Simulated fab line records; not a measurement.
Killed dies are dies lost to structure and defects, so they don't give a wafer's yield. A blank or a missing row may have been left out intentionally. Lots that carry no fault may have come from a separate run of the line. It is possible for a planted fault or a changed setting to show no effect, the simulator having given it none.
fab line records	flow n5_finfet	part 1 of 2: steps 1 to 5 of 8
record lots=15	wafers=45	last_day=17
route steps=1938 shown BEOL_M0_SAQP@636 BEOL_M4@1111
lots untouched by any fault: they come from a run of this same line in which no faults occurred
start_h: the number of hours between the record's first day and the start of the first shown wafer of the lot	wait_h: hours from the lot's prior step to this one	" as in the row above	L1.1+2: one row covering several wafers at once	- no value, or no start was given	* or withheld: withheld	< > ~ a bound
route shown NAME@n: names a module that has steps shown in the file, with the first one's number in the route	usual: the fault-free wafers' mean and standard deviation	same: alike in all rows	chamber/n: place in a boat	sites: each site's reading	_std_site: the standard deviation of these	_edge_site: outer sites' mean less inner sites'	radius_mm: how far each site lies from the wafer's centre	mask NAME#n: copy n	behind: the most recent tool/chamber to have shaped the wafer	hold: why the lot was held/for how many hours/how that ended	device: whichever transistor did not switch (one of n, p or np)	end of line: tests of these same wafers at the route's end	a step with no rows: only its recipe	killed: the dies lost at the first sort to structure and to defects; this is not the yield of the wafer	map: a wafer's dies, x killed, . not, _ none there
set.NAME: setting as actually run; set.NAME@STEP: the setting as run at that earlier step	model.NAME: the simulator's own value behind a step, which no gauge read
steps of the route over a sample of lots; a table a step, a row a wafer
services: the hour from which a tool's chamber was out of use, counted from the record's first day as start_h (under 0 if before that day), plus the number of hours and why
## steps
# step N5_BEOL_M0_SAQP_PECVD_96
# recipe material=a-Si	target_thk_a=450	temp_c=350	precursor=SiH4/He	pressure_torr=3	rf_w=100	time_s=45.2
# usual chamber_pressure_Torr=2.999/0.0069	heater_power_w=633/69	showerhead_plenum_p_Torr=5.69/0.039	showerhead_vpp_V=636/28	throttle_valve_pct=17.6/1.1
lot.wafer	tool	chamber	start_h	wait_h	chamber_pressure_Torr	heater_power_w	showerhead_plenum_p_Torr	showerhead_vpp_V	since_wet_clean_h	throttle_valve_pct
L503.1	pecvd-03	1	113.90	0.0	3.011	670	5.75	643	1543	18.1
L503.2	"	2	"	"	2.999	555	5.67	678	37	16.0
L503.3	"	0	"	"	3.001	595	5.71	610	818	17.3
L504.3	pecvd-04	2	117.14	0.0	2.993	701	5.71	645	424	16.7
L504.4	"	0	"	"	2.998	712	5.65	599	-	19.8
L504.6	"	2	"	"	3.014	694	5.72	638	-	16.9
L506.4	pecvd-03	1	131.51	0.0	2.998	701	5.74	640	-	18.0
L506.5	"	2	"	"	3.005	583	5.66	679	-	15.8
L506.6	"	0	"	"	2.998	571	5.70	614	-	17.3
L508.1	pecvd-03	1	143.16	0.0	2.993	705	5.73	637	1572	17.8
L508.4	"	0	"	"	3.006	586	5.70	626	-	17.5
L508.5	"	1	"	"	3.001	708	5.75	642	-	18.1
L509.3	pecvd-03	0	154.65	0.0	2.983	537	5.69	623	859	17.2
L509.5	"	2	"	"	3.009	579	5.68	679	-	16.1
L509.6	"	0	"	"	2.997	527	5.69	622	-	17.2
L511.2	pecvd-02	1	164.10	0.0	3.000	761	5.68	627	1412	18.7
L511.5	"	2	"	"	2.993	658	5.57	602	-	18.2
L511.6	"	1	"	"	2.992	749	5.66	643	-	18.5
L512.1	pecvd-03	0	167.88	0.0	2.995	602	5.71	617	872	17.5
L512.3	"	2	"	"	2.999	609	5.68	673	91	16.3
L512.6	"	1	"	"	3.003	739	5.74	649	-	18.3
L518.1	pecvd-03	2	207.60	0.0	3.004	604	5.68	678	131	16.2
L518.2	"	1	"	"	2.999	675	5.75	632	1636	18.1
L518.6	"	1	"	"	3.008	696	5.76	638	-	17.9
L519.1	pecvd-03	1	210.62	0.0	3.001	695	5.75	640	1640	18.0
L519.4	"	0	"	"	2.991	552	5.71	623	-	17.3
L519.6	"	2	"	"	2.996	617	5.69	683	-	16.1
L517.2	pecvd-03	1	210.98	0.0	3.001	695	5.74	624	1640	18.2
L517.3	"	2	"	"	2.998	537	5.68	692	134	15.9
L517.6	"	2	"	"	2.994	548	5.68	675	-	16.3
L520.3	pecvd-03	1	216.04	0.0	2.997	704	5.74	638	1645	18.1
L520.4	"	2	"	"	3.000	564	5.67	677	-	16.1
L520.6	"	0	"	"	2.998	610	5.68	616	-	17.2
L521.1	pecvd-04	2	221.08	0.0	3.009	688	5.69	630	528	17.1
L521.3	"	0	"	"	3.002	734	5.66	598	1287	20.0
L521.4	"	1	"	"	2.996	598	5.69	652	-	17.5
L522.1	pecvd-02	1	228.45	0.0	3.000	755	5.68	645	1476	18.8
L522.5	"	1	"	"	2.990	729	5.68	630	-	18.5
L522.6	"	0	"	"	3.003	595	5.65	575	-	18.4
L523.2	pecvd-02	2	233.26	0.0	3.018	686	5.57	612	2	17.1
L523.5	"	0	"	"	3.007	532	5.64	582	-	18.4
L523.6	"	1	"	"	3.012	704	5.66	641	-	18.6
L524.1	pecvd-03	1	244.32	0.0	3.003	749	5.75	642	1673	18.0
L524.2	"	2	"	"	3.000	592	5.68	674	167	16.4
L524.3	"	0	"	"	3.006	556	5.71	630	948	17.2
# step N5_BEOL_M0_SAQP_ETCH_84
# recipe chemistry=N2/H2	target=SOC	target_depth_a=1000	overetch_a=200	mask_material=SiARC	temp_c=40	time_s=150	ion_energy_ev=200	pressure_mtorr=30	source_w=840	bias_w=150	n2_flow_sccm=200	h2_flow_sccm=200
# usual bias_w=150.0/0.44	chamber_pressure_mTorr=30.001/0.028	drypump_motor_current_A=5.9/0.34	oes_product_au=0.71/0.079	rf_vpp_V=524.4/2.2	showerhead_plenum_p_Torr=2.56/0.071	throttle_valve_pct=17.8/0.33
lot.wafer	tool	chamber	start_h	wait_h	bias_w	chamber_pressure_mTorr	drypump_motor_current_A	oes_product_au	rf_hours_counter_h	rf_vpp_V	showerhead_plenum_p_Torr	throttle_valve_pct
L503.1	rie_diel-03	3	114.74	0.0	150.0	30.036	6.3	0.69	136	526.3	2.65	17.7
L503.2	"	0	"	"	150.5	30.003	5.6	0.82	27	522.3	2.49	17.2
L503.3	"	1	"	"	149.2	30.005	6.1	0.68	148	526.8	2.65	18.2
L504.3	rie_diel-03	0	117.97	0.0	149.8	30.004	5.6	0.81	28	522.8	2.49	17.2
L504.4	"	1	"	"	149.9	30.066	6.1	0.69	-	527.2	2.65	18.3
L504.6	"	3	"	"	149.8	29.994	6.3	0.69	-	527.1	2.65	17.7
L506.4	rie_diel-03	1	132.63	0.0	149.7	30.044	6.1	0.68	154	525.8	2.65	18.3
L506.5	"	2	"	"	150.1	29.951	6.3	0.87	-	522.2	2.49	17.6
L506.6	"	1	"	"	149.9	29.939	6.2	0.68	-	527.7	2.65	18.2
L508.1	rie_diel-04	3	143.87	0.0	150.5	30.015	5.4	0.71	105	523.2	2.56	17.7
L508.4	"	1	"	"	150.0	30.009	5.6	0.62	206	526.2	2.63	18.0
L508.5	"	1	"	"	149.7	30.031	5.5	0.63	-	525.0	2.63	18.0
L509.3	rie_diel-03	3	155.49	0.0	150.3	30.014	6.3	0.69	149	526.2	2.64	17.7
L509.5	"	0	"	"	150.0	29.978	5.6	0.79	-	520.1	2.48	17.2
L509.6	"	3	"	"	150.8	29.998	6.4	0.69	-	526.4	2.64	17.7
L511.2	rie_diel-06	3	164.82	0.0	149.6	29.959	5.8	0.85	2	525.9	2.60	17.4
L511.5	"	3	"	"	149.9	29.964	5.8	0.84	-	526.0	2.60	17.4
L511.6	"	0	"	"	149.9	30.038	5.8	0.63	-	524.8	2.62	17.9
L512.1	rie_diel-04	0	168.66	0.0	150.8	29.951	6.3	0.60	249	523.7	2.50	18.3
L512.3	"	1	"	"	149.9	29.988	5.6	0.62	214	525.9	2.63	18.0
L512.6	"	0	"	"	150.7	30.031	6.3	0.60	-	523.8	2.50	18.3
L518.1	rie_diel-06	2	208.44	0.0	-	-	-	-	-	-	-	-
L518.2	"	3	"	"	-	-	-	-	-	-	-	-
L518.6	"	0	"	"	-	-	-	-	-	-	-	-
L519.1	rie_diel-04	0	211.46	0.0	-	-	-	-	-	-	-	-
L519.4	"	2	"	"	-	-	-	-	-	-	-	-
L519.6	"	0	"	"	-	-	-	-	-	-	-	-
L517.2	rie_diel-03	1	211.81	0.0	-	-	-	-	-	-	-	-
L517.3	"	2	"	"	-	-	-	-	-	-	-	-
L517.6	"	3	"	"	-	-	-	-	-	-	-	-
L520.3	rie_diel-04	1	217.15	0.0	150.2	30.004	5.5	0.61	232	527.4	2.62	18.0
L520.4	"	1	"	"	150.2	30.041	5.5	0.61	-	526.3	2.62	18.0
L520.6	"	2	"	"	149.2	29.992	5.6	0.72	-	520.5	2.45	18.0
L521.1	rie_diel-03	0	221.94	0.0	149.7	30.015	5.6	0.78	60	521.6	2.48	17.3
L521.3	"	1	"	"	150.6	29.992	6.1	0.66	179	525.1	2.64	18.3
L521.4	"	3	"	"	149.7	30.047	6.3	0.67	168	527.3	2.63	17.7
L522.1	rie_diel-04	1	229.36	0.0	149.8	30.003	5.6	0.61	236	527.1	2.62	18.0
L522.5	"	2	"	"	149.9	29.995	5.7	0.72	-	521.3	2.45	18.0
L522.6	"	1	"	"	149.1	30.036	5.6	0.60	-	525.8	2.62	18.0
L523.2	rie_diel-04	0	234.83	0.0	149.6	30.023	6.3	0.81	16	523.5	2.50	17.9
L523.5	"	0	"	"	149.8	30.034	6.3	0.81	-	523.1	2.50	17.9
L523.6	"	3	"	"	150.0	29.976	5.5	0.70	-	524.4	2.55	17.8
L524.1	rie_diel-03	0	245.16	0.0	149.8	29.984	5.6	0.77	67	521.6	2.47	17.3
L524.2	"	2	"	"	150.0	30.055	6.3	0.80	36	520.7	2.48	17.6
L524.3	"	1	"	"	150.2	29.999	6.1	0.66	186	525.4	2.64	18.3
# step N5_BEOL_M0_SAQP_HM_OPEN_112
# recipe chemistry=CHF3/O2	target=SiO2	stop_on=a-Si	target_depth_a=120	over_etch_frac=1.25	mask_material=SOC	time_s=13.5	pressure_mtorr=30	source_w=650	bias_w=170	Ar_flow_sccm=200	CHF3_flow_sccm=50	O2_flow_sccm=5	ion_energy_ev=200	ends=end_point
# usual drypump_motor_current_A=5.9/0.34	oes_ar_750_au=0.80/0.087	oes_product_au=0.52/0.058	rf_vpp_V=523/5.9	showerhead_plenum_p_Torr=2.43/0.067	throttle_valve_pct=18.8/0.32
lot.wafer	tool	chamber	start_h	wait_h	drypump_motor_current_A	oes_ar_750_au	oes_product_au	rf_hours_counter_h	rf_vpp_V	showerhead_plenum_p_Torr	throttle_valve_pct
L503.1	rie_diel-03	3	114.85	0.0	6.4	0.78	0.50	136	522	2.52	18.8
L503.2	"	0	"	"	5.6	0.91	0.60	27	520	2.36	18.2
L503.3	"	1	"	"	6.2	0.77	0.50	148	532	2.51	19.2
L504.3	rie_diel-03	0	118.08	0.0	5.6	0.92	0.60	29	520	2.36	18.2
L504.4	"	1	"	"	6.1	0.77	0.50	-	529	2.51	19.2
L504.6	"	3	"	"	6.3	0.77	0.51	-	520	2.52	18.8
L506.4	rie_diel-03	1	132.74	0.0	6.1	0.77	0.50	154	530	2.51	19.2
L506.5	"	2	"	"	6.3	0.97	0.63	-	515	2.37	18.5
L506.6	"	1	"	"	6.1	0.76	0.50	-	531	2.51	19.2
L508.1	rie_diel-04	3	143.98	0.0	5.4	0.80	0.52	105	528	2.43	18.8
L508.4	"	1	"	"	5.5	0.71	0.45	206	518	2.49	18.9
L508.5	"	1	"	"	5.5	0.70	0.45	-	519	2.49	18.9
L509.3	rie_diel-03	3	155.60	0.0	6.3	0.77	0.50	149	519	2.51	18.8
L509.5	"	0	"	"	5.6	0.89	0.59	-	518	2.36	18.3
L509.6	"	3	"	"	6.3	0.77	0.50	-	521	2.51	18.8
L511.2	rie_diel-06	3	164.92	0.0	5.8	0.95	0.62	2	517	2.46	18.4
L511.5	"	3	"	"	5.8	0.95	0.62	-	517	2.46	18.4
L511.6	"	0	"	"	5.7	0.70	0.46	-	530	2.47	18.9
L512.1	rie_diel-04	0	168.77	0.0	6.3	0.67	0.44	249	520	2.37	19.3
L512.3	"	1	"	"	5.5	0.70	0.45	214	518	2.49	18.9
L512.6	"	0	"	"	6.3	0.67	0.43	-	522	2.37	19.3
L518.1	rie_diel-06	2	208.55	0.0	5.2	0.81	0.31	88	533	2.42	19.0
L518.2	"	3	"	"	5.8	0.90	0.33	16	516	2.46	18.3
L518.6	"	0	"	"	5.8	0.69	0.26	-	531	2.47	18.8
L519.1	rie_diel-04	0	211.57	0.0	6.3	0.92	0.35	7	524	2.37	18.9
L519.4	"	2	"	"	5.6	0.81	0.30	-	517	2.33	18.7
L519.6	"	0	"	"	6.3	0.92	0.35	-	522	2.37	18.9
L517.2	rie_diel-03	1	211.92	0.0	6.1	0.75	0.28	176	528	2.50	19.2
L517.3	"	2	"	"	6.3	0.90	0.34	26	515	2.36	18.5
L517.6	"	3	"	"	6.4	0.76	0.28	-	520	2.51	18.8
L520.3	rie_diel-04	1	217.26	0.0	5.5	0.69	0.44	232	519	2.48	19.0
L520.4	"	1	"	"	5.6	0.68	0.45	-	518	2.48	19.0
L520.6	"	2	"	"	5.6	0.81	0.53	-	517	2.33	18.8
L521.1	rie_diel-03	0	222.05	0.0	5.6	0.87	0.57	60	519	2.35	18.3
L521.3	"	1	"	"	6.1	0.75	0.49	179	530	2.50	19.3
L521.4	"	3	"	"	6.3	0.75	0.50	168	521	2.51	18.8
L522.1	rie_diel-04	1	229.47	0.0	5.5	0.68	0.44	236	517	2.48	19.0
L522.5	"	2	"	"	5.7	0.80	0.52	-	517	2.33	18.8
L522.6	"	1	"	"	5.6	0.69	0.44	-	519	2.48	19.0
L523.2	rie_diel-04	0	234.94	0.0	6.3	0.90	0.59	16	524	2.36	19.0
L523.5	"	0	"	"	6.3	0.90	0.60	-	522	2.36	18.9
L523.6	"	3	"	"	5.4	0.78	0.51	-	528	2.42	18.8
L524.1	rie_diel-03	0	245.27	0.0	5.6	0.86	0.56	67	518	2.35	18.3
L524.2	"	2	"	"	6.3	0.89	0.58	36	516	2.35	18.6
L524.3	"	1	"	"	6.1	0.74	0.49	186	528	2.50	19.3
# step N5_BEOL_M0_SAQP_MANDREL_ETCH_20
# recipe target_depth_a=600	chemistry=HBr/Cl2	target=a-Si	stop_on=SiNx	bt_time_s=10	mask_material=SOC	over_etch_frac=0.5	time_s=30	pressure_mtorr=10	icp_w=800	bias_w=75	HBr_flow_sccm=150	Cl2_flow_sccm=80	ends=end_point
# usual HBr_flow_sccm=149.9/0.48	bias_w=75.01/0.22	drypump_motor_current_A=5.8/0.38	oes_product_au=0.778/0.014	throttle_valve_pct=35.47/0.27
# same bt_time_s=10
lot.wafer	tool	chamber	start_h	wait_h	HBr_flow_sccm	bias_w	drypump_motor_current_A	oes_product_au	rf_hours_counter_h	throttle_valve_pct
L503.1	rie_si-06	0	114.93	0.0	149.4	75.08	5.7	0.755	28	35.28
L503.2	"	1	"	"	149.3	75.44	5.7	0.799	145	35.41
L503.3	"	3	"	"	149.4	75.31	6.3	0.793	135	34.87
L504.3	rie_si-02	3	118.16	0.0	150.1	74.59	5.3	0.786	155	35.28
L504.4	"	2	"	"	149.7	75.22	5.7	0.766	128	35.48
L504.6	"	2	"	"	149.5	75.11	5.7	0.771	-	35.50
L506.4	rie_si-05	0	132.83	0.0	150.5	74.87	6.2	0.785	96	35.62
L506.5	"	1	"	"	150.1	75.02	6.2	0.796	-	35.73
L506.6	"	0	"	"	149.7	75.07	6.2	0.779	-	35.62
L508.1	rie_si-02	2	144.06	0.0	150.0	75.31	5.7	0.758	129	35.52
L508.4	"	0	"	"	149.9	74.36	5.2	0.768	58	35.58
L508.5	"	1	"	"	149.3	75.34	6.1	0.768	-	35.35
L509.3	rie_si-06	1	155.68	0.0	150.8	74.89	5.7	0.788	146	35.44
L509.5	"	0	"	"	150.0	75.28	5.7	0.768	-	35.27
L509.6	"	3	"	"	150.4	74.83	6.2	0.795	-	34.87
L511.2	rie_si-06	0	165.01	0.0	150.3	74.97	5.7	0.763	29	35.25
L511.5	"	1	"	"	151.0	75.35	5.7	0.798	-	35.44
L511.6	"	2	"	"	149.9	75.28	5.6	0.776	-	35.80
L512.1	rie_si-02	1	168.85	0.0	149.9	74.59	6.1	0.763	2	35.38
L512.3	"	2	"	"	149.8	74.62	5.7	0.760	129	35.51
L512.6	"	3	"	"	149.5	74.99	5.2	0.789	-	35.28
L518.1	rie_si-05	1	208.63	0.0	149.7	74.99	6.2	0.326	55	36.62
L518.2	"	0	"	"	149.0	74.83	6.2	0.316	97	36.53
L518.6	"	3	"	"	150.1	74.98	5.2	0.327	-	36.32
L519.1	rie_si-06	3	211.65	0.0	150.9	75.30	6.2	0.341	137	35.78
L519.4	"	0	"	"	150.0	75.19	5.7	0.313	30	36.14
L519.6	"	2	"	"	149.7	74.95	5.7	0.334	-	36.70
L517.2	rie_si-05	3	212.00	0.0	149.4	75.17	5.3	0.335	19	36.31
L517.3	"	2	"	"	149.4	75.12	6.2	0.330	183	36.58
L517.6	"	2	"	"	149.8	74.61	6.1	0.326	-	36.58
L520.3	rie_si-02	1	217.34	0.0	150.2	74.92	6.2	0.767	3	35.38
L520.4	"	3	"	"	149.7	75.20	5.2	0.802	157	35.27
L520.6	"	3	"	"	150.3	74.71	5.2	0.800	-	35.29
L521.1	rie_si-05	1	222.13	0.0	150.5	74.73	6.2	0.780	55	35.78
L521.3	"	3	"	"	150.2	75.21	5.2	0.774	19	35.44
L521.4	"	0	"	"	150.4	74.94	6.2	0.774	98	35.66
L522.1	rie_si-05	3	229.55	0.0	149.8	74.92	5.2	0.780	19	35.46
L522.5	"	0	"	"	150.7	74.68	6.2	0.781	-	35.61
L522.6	"	1	"	"	149.7	75.19	6.2	0.787	-	35.74
L523.2	rie_si-06	0	235.02	0.0	150.5	74.77	5.7	0.750	30	35.28
L523.5	"	0	"	"	149.4	74.87	5.7	0.769	-	35.23
L523.6	"	3	"	"	149.1	75.09	6.3	0.792	-	34.88
L524.1	rie_si-02	3	245.36	0.0	149.8	74.70	5.2	0.794	157	35.26
L524.2	"	2	"	"	150.3	75.06	5.7	0.758	130	35.50
L524.3	"	0	"	"	149.1	75.65	5.2	0.764	60	35.59
# step N5_BEOL_M0_SAQP_RECESS_114
# recipe chemistry=HF/NH3	target=SiO2	target_depth_a=144	afs_cycles=3	temp_c=30	sublimation_temp_c=180	sublimation_time_s=60
# usual drypump_motor_current_A=6.1/0.35	foreline_p_Torr=0.1280/0.00034
lot.wafer	tool	chamber	start_h	wait_h	drypump_motor_current_A	foreline_p_Torr
L503.1	vapor_etch-01	1	115.16	0.0	6.4	0.1282
L503.2	"	0	"	"	5.5	0.1283
L503.3	"	0	"	"	5.6	0.1279
L504.3	vapor_etch-01	0	118.75	0.4	5.5	0.1278
L504.4	"	1	"	"	6.4	0.1279
L504.6	"	1	"	"	6.4	0.1280
L506.4	vapor_etch-01	1	133.18	0.1	6.4	0.1279
L506.5	"	0	"	"	5.5	0.1277
L506.6	"	1	"	"	6.4	0.1275
L508.1	vapor_etch-02	0	144.29	0.0	6.4	0.1276
L508.4	"	1	"	"	5.9	0.1276
L508.5	"	0	"	"	6.4	0.1282
L509.3	vapor_etch-02	1	156.18	0.2	5.9	0.1278
L509.5	"	0	"	"	6.4	0.1282
L509.6	"	1	"	"	5.9	0.1276
L511.2	vapor_etch-02	0	165.31	0.0	6.4	0.1283
L511.5	"	1	"	"	5.9	0.1277
L511.6	"	0	"	"	6.3	0.1280
L512.1	vapor_etch-02	0	169.08	0.0	6.4	0.1278
L512.3	"	0	"	"	6.4	0.1281
L512.6	"	1	"	"	5.9	0.1282
L518.1	vapor_etch-01	0	208.86	0.0	5.5	0.1276
L518.2	"	1	"	"	6.4	0.1275
L518.6	"	0	"	"	5.5	0.1285
L519.1	vapor_etch-02	0	211.88	0.0	6.4	0.1281
L519.4	"	0	"	"	6.4	0.1280
L519.6	"	1	"	"	5.9	0.1277
L517.2	vapor_etch-02	0	212.36	0.2	6.4	0.1282
L517.3	"	0	"	"	6.4	0.1279
L517.6	"	0	"	"	6.4	0.1274
L520.3	vapor_etch-01	1	217.82	0.1	6.4	0.1279
L520.4	"	0	"	"	5.5	0.1277
L520.6	"	0	"	"	5.5	0.1276
L521.1	vapor_etch-02	1	222.36	0.0	5.9	0.1283
L521.3	"	1	"	"	5.9	0.1282
L521.4	"	0	"	"	6.3	0.1278
L522.1	vapor_etch-01	1	229.78	0.0	6.4	0.1275
L522.5	"	1	"	"	6.4	0.1275
L522.6	"	0	"	"	5.6	0.1280
L523.2	vapor_etch-01	1	235.25	0.0	6.4	0.1275
L523.5	"	0	"	"	5.6	0.1278
L523.6	"	1	"	"	6.4	0.1279
L524.1	vapor_etch-01	1	245.60	0.0	6.4	0.1279
L524.2	"	0	"	"	5.5	0.1282
L524.3	"	0	"	"	5.5	0.1279
## key
first_sign step=N5_BEOL_M0_SAQP_ETCH_84	reading=tool_record	direction=missing
effect step=N5_BEOL_M0_SAQP_HM_OPEN_112	reading=oes_product_au	direction=down	sigmas=3.6	usual=0.52	struck=0.31
effect step=N5_BEOL_M0_SAQP_MANDREL_ETCH_20	reading=oes_product_au	direction=down	sigmas=31	usual=0.778	struck=0.327
effect step=N5_BEOL_M0_SAQP_CD_MEAS_25	reading=cd_nm	direction=missing
met_at N5_BEOL_M0_SAQP_ETCH_84
struck_lots L517,L518,L519
later_rows_left_out L517.2,L517.3,L517.6,L518.1,L518.2,L518.6,L519.1,L519.4,L519.6
sort_left_out L517.2,L517.3,L517.6,L518.1,L518.2,L518.6,L519.1,L519.4,L519.6
not_acting_at N5_BEOL_M0_SAQP_PECVD_96,N5_BEOL_M0_SAQP_RECESS_114,N5_BEOL_M0_SAQP_SPACER1_ALD_98
onset_between 168.66 208.44
fault kind=skipped_step_whole	tool=rie_diel-03,rie_diel-04,rie_diel-06	chamber=-	onset_h=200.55	steps=N5_BEOL_M0_SAQP_ETCH_84	scope=struck_lots_only
# sort_left_out: the simulated sort isn't trusted on such a fault, so these wafers' sort isn't shown, and their yield isn't known
# later_rows_left_out: the simulator's readings of these wafers behind a module that went badly wrong aren't trusted and aren't shown, but for the sort
